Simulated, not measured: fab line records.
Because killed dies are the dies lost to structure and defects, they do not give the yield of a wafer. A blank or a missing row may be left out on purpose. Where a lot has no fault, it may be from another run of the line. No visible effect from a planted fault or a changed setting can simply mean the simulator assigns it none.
Matching of chambers -- flow nand-harc -- NHARC_A_SLIT_DEP_23 on pecvd-01 has 3 sister chambers
The step deposits SiON, target thk 100 nm. 6 wafers are shown with their chamber, then 8 later ones without.

== EACH WAFER AND ITS CHAMBER ==
wafer,chamber,heater-power-w (W),rf-fwd-power-W (W)
L085.5,0,626,347.2
L088.4,0,698,350.2
L091.1,1,844,350.6
L091.2,2,664,349.9
L091.5,2,648,352.2
L090.1,1,834,349.4

== WAFERS WHOSE CHAMBER IS MISSING ==
wafer,heater-power-w (W),rf-fwd-power-W (W)
L090.3,602,348.2
L090.5,611,349.8
L094.1,660,346.5
L094.4,825,349.2
L094.6,666,348.9
L096.1,825,349.8
L096.3,651,345.9
L096.6,823,347.7

== WHICH CHAMBER EACH ONE RAN IN ==
wafer,from the rows above,in truth
L090.3,can't be placed: 0 or 2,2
L090.5,can't be placed: 2 or 0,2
L094.1,can't be placed: 0 or 2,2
L094.4,1,1
L094.6,can't be placed: 0 or 2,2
L096.1,1,1
L096.3,can't be placed: 0 or 2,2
L096.6,1,1
Correct placement for 3 of the 8. Not placeable from these rows: 5 (in 5, the candidates include the true chamber). 0 placed wrongly.
How it was worked out, from the rows above alone: a wafer's distance from a chamber is the root of the sum, over the readings, of the square of ((its reading less the chamber's mean) divided by the reading's scatter). If the next closest chamber is less than 2 further off than the closest, the wafer can't be placed; otherwise it belongs to the closest. The mean given for a chamber averages the wafers shown for that chamber. The scatter: take each reading less its chamber's mean, square it, sum over the shown wafers, divide by the number of wafers less the number of chambers, and take the root.
